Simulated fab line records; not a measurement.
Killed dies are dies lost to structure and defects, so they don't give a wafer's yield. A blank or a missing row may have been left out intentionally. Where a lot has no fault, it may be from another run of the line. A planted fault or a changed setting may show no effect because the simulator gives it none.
Which tool is to blame? ; flow n5Finfet ; 24 lots, 72 wafers sampled, at 3 steps of a route of 1938

== WHAT EACH GAUGE READ, for each wafer ==
N5_BEOL_M6_OVL_MEAS_29. Usual: for V5_OVL the level is -0.2 nm and the standard deviation is 0.62.
lot;measured;on;V5_OVL (nm);flag
L074;day 8 13:58;overlay-02;0.2 -0.9 0.0;
L075;day 8 22:52;overlay-01;-0.6 0.2 -0.4;
L076;day 9 07:35;overlay-01;0.0 -0.8 0.4;
L077;day 9 18:20;overlay-02;-0.2 0.3 -0.7;
L079;day 10 04:16;overlay-01;0.8 0.3 0.4;
L080;day 10 10:32;overlay-02;0.8 0.9 0.9;
L078;day 10 10:43;overlay-01;-0.3 -0.8 0.0;
L081;day 10 15:07;overlay-02;-0.6 0.1 0.2;
L082;day 10 17:45;overlay-02;1.1 -0.1 0.2;
L085;day 11 11:32;overlay-02;0.2 0.6 -0.3;
L084;day 11 15:31;overlay-02;-0.1 -1.4 -0.1;
L083;day 11 17:41;overlay-02;-0.4 0.5 0.2;
L087;day 12 00:34;overlay-02;0.6 0.2 -0.6;
L086;day 12 02:54;overlay-01;-0.8 -0.8 -1.1;
L088;day 12 14:03;overlay-02;-0.1 0.3 0.4;
L090;day 12 14:23;overlay-01;-0.9 -0.7 -0.7;
L091;day 13 00:44;overlay-01;-0.3 0.7 -0.6;
L089;day 13 08:44;overlay-02;0.3 -0.5 0.0;
L092;day 13 14:32;overlay-02;0.3 0.5 0.2;
L093;day 13 18:15;overlay-01;-1.3 -0.5 -0.3;
L094;day 13 21:49;overlay-01;0.7 -0.4 -0.8;
L095;day 14 07:46;overlay-01;-1.1 -0.5 -0.3;
L096;day 14 14:11;overlay-02;-0.4 -1.5 -1.0;
L097;day 14 23:19;overlay-02;-0.5 -0.6 -0.2;

== TOOL THAT RAN EACH LOT (tool first, then ch and the chambers of the sampled wafers, then the start) ==
lot;N5_BEOL_M6_STRIP_67;N5_BEOL_M6_HM_OPEN_17
L074;rieDiel-01 ch 0,1, day 8 12:29;rieMetal-01 ch 1, day 8 12:32
L075;rieDiel-05 ch 0,2,3, day 8 22:19;rieMetal-02 ch 0,1, day 8 22:21
L076;rieDiel-02 ch 1,2,3, day 9 06:56;rieMetal-03 ch 0,1, day 9 07:00
L077;rieDiel-05 ch 2,3, day 9 16:33;rieMetal-03 ch 0,1, day 9 16:37
L079;rieDiel-02 ch 1,3, day 10 01:45;rieMetal-03 ch 0,1, day 10 01:47
L080;rieDiel-05 ch 1,3, day 10 07:09;rieMetal-03 ch 0,1, day 10 07:11
L078;rieDiel-02 ch 2,3, day 10 08:37;rieMetal-01 ch 0,1, day 10 08:41
L081;rieDiel-01 ch 0,2,3, day 10 13:21;rieMetal-01 ch 0,1, day 10 13:25
L082;rieDiel-05 ch 1,2,3, day 10 16:52;rieMetal-03 ch 0,1, day 10 16:55
L085;rieDiel-01 ch 0,2,3, day 11 08:14;rieMetal-02 ch 0,1, day 11 08:16
L084;rieDiel-05 ch 1,2,3, day 11 13:35;rieMetal-03 ch 0,1, day 11 13:37
L083;rieDiel-05 ch 0,1,3, day 11 17:07;rieMetal-03 ch 0,1, day 11 17:10
L087;rieDiel-05 ch 0,1,3, day 11 22:39;rieMetal-01 ch 0, day 11 22:41
L086;rieDiel-01 ch 0,2, day 12 01:38;rieMetal-01 ch 0,1, day 12 01:43
L088;rieDiel-01 ch 0,2,3, day 12 13:19;rieMetal-03 ch 0,1, day 12 13:21
L090;rieDiel-01 ch 0,2, day 12 13:38;rieMetal-03 ch 0,1, day 12 13:40
L091;rieDiel-01 ch 0,2,3, day 12 22:17;rieMetal-01 ch 1, day 12 22:20
L089;rieDiel-01 ch 1,2, day 13 06:08;rieMetal-01 ch 0,1, day 13 06:11
L092;rieDiel-05 ch 0,2, day 13 10:23;rieMetal-01 ch 0,1, day 13 10:28
L093;rieDiel-02 ch 0,1,3, day 13 15:52;rieMetal-03 ch 0,1, day 13 15:55
L094;rieDiel-05 ch 0,1,2, day 13 19:52;rieMetal-01 ch 0,1, day 13 19:54
L095;rieDiel-01 ch 0,1, day 14 03:37;rieMetal-02 ch 0,1, day 14 03:39
L096;rieDiel-01 ch 0,1,2, day 14 12:14;rieMetal-01 ch 0,1, day 14 12:17
L097;rieDiel-05 ch 0,1,2, day 14 21:15;rieMetal-02 ch 0,1, day 14 21:17
- N5_BEOL_M6_STRIP_67: strips in CF4.
- N5_BEOL_M6_HM_OPEN_17: chemistry Cl2/BCl3, target TiN, target depth 20 nm, overetch 6 nm.

== WHAT THE TOOLS THEMSELVES READ (means of the sampled wafers that have a number; where no wafer has one, the mark that the record gives instead) ==
N5_BEOL_M6_STRIP_67. Usual: drypumpMotorCurrentA 5.7 A, standard deviation 0.51; oesProductAu 0.80 a.u., standard deviation 0.094; rfVppV 270.4 V, standard deviation 0.99; showerheadPlenumPTorr 1.759 Torr, standard deviation 0.024; throttleValvePct 13.6 %, standard deviation 0.31.
lot;tool;drypumpMotorCurrentA (A);oesProductAu (a.u.);rfVppV (V);showerheadPlenumPTorr (Torr);throttleValvePct (%);flag
L074;rieDiel-01;6.0;0.75;270.5;1.771;13.6;
L075;rieDiel-05;5.3;0.70;270.4;1.756;13.8;
L076;rieDiel-02;6.0;0.73;271.5;1.796;13.7;
L077;rieDiel-05;5.6;0.70;269.6;1.758;14.0;
L079;rieDiel-02;6.1;0.73;271.4;1.794;13.5;
L080;rieDiel-05;5.8;0.77;269.6;1.773;13.8;
L078;rieDiel-02;6.1;0.74;271.4;1.796;13.7;
L081;rieDiel-01;5.7;0.82;271.7;1.766;13.6;
L082;rieDiel-05;5.6;0.77;270.6;1.751;13.7;
L085;rieDiel-01;5.7;0.81;271.4;1.764;13.6;
L084;rieDiel-05;5.6;0.76;269.9;1.748;13.7;
L083;rieDiel-05;5.6;0.84;270.6;1.765;13.5;
L087;rieDiel-05;5.6;0.84;270.3;1.764;13.5;
L086;rieDiel-01;6.0;0.86;270.8;1.757;13.5;
L088;rieDiel-01;5.7;0.80;271.4;1.761;13.6;
L090;rieDiel-01;6.2;0.83;270.0;1.751;13.3;
L091;rieDiel-01;5.7;0.79;270.7;1.759;13.6;
L089;rieDiel-01;5.7;0.89;270.7;1.762;13.5;
L092;rieDiel-05;5.1;0.77;270.0;1.724;13.6;
L093;rieDiel-02;5.9;0.73;270.8;1.764;13.6;
L094;rieDiel-05;5.4;0.82;269.6;1.739;13.4;
L095;rieDiel-01;6.2;0.84;270.5;1.751;13.3;
L096;rieDiel-01;6.0;0.85;270.3;1.754;13.4;
L097;rieDiel-05;5.4;0.81;269.6;1.737;13.4;

N5_BEOL_M6_HM_OPEN_17. Usual: drypumpMotorCurrentA 5.2 A, standard deviation 0.38; oesProductAu 0.70 a.u., standard deviation 0.067; throttleValvePct 22.07 %, standard deviation 0.14.
lot;tool;drypumpMotorCurrentA (A);oesProductAu (a.u.);throttleValvePct (%);flag
L074;rieMetal-01;4.8;0.73;22.08;
L075;rieMetal-02;5.7;0.65;22.06;
L076;rieMetal-03;5.4;0.77;22.08;
L077;rieMetal-03;5.2;0.71;22.14;
L079;rieMetal-03;5.1;0.70;22.13;
L080;rieMetal-03;5.1;0.70;22.14;
L078;rieMetal-01;5.0;0.73;22.01;
L081;rieMetal-01;5.2;0.74;21.93;
L082;rieMetal-03;5.3;0.75;22.08;
L085;rieMetal-02;5.7;0.64;22.10;
L084;rieMetal-03;5.1;0.68;22.15;
L083;rieMetal-03;5.1;0.67;22.17;
L087;rieMetal-01;5.4;0.74;21.85;
L086;rieMetal-01;5.0;0.72;22.02;
L088;rieMetal-03;5.4;0.72;22.08;
L090;rieMetal-03;5.4;0.73;22.09;
L091;rieMetal-01;4.9;0.70;22.10;
L089;rieMetal-01;5.2;0.72;21.95;
L092;rieMetal-01;5.0;0.70;22.04;
L093;rieMetal-03;5.4;0.72;22.09;
L094;rieMetal-01;5.2;0.71;21.95;
L095;rieMetal-02;5.5;0.59;22.23;
L096;rieMetal-01;5.0;0.70;22.04;
L097;rieMetal-02;5.7;0.62;22.10;

== THE ANSWER, worked out from the rows above alone ==
Rule: a lot counts as off when the mean over its wafers that have a number is more than 3 standard deviations away from the usual mean. A lot without any number at a reading at which 4 lots or more have one is off too. All remaining lots with rows at the step are treated as sound. Order of review: gauges by route order, followed by the tools' own readings, for which a lot's mean as printed above is used. The first step at which some lot is off is used, and at that step the reading that is off furthest; a lot without a number counts as furthest.
No lot is off at any reading shown: from this, nothing can be told.

== WHAT THE SIMULATOR HAD PUT IN ==
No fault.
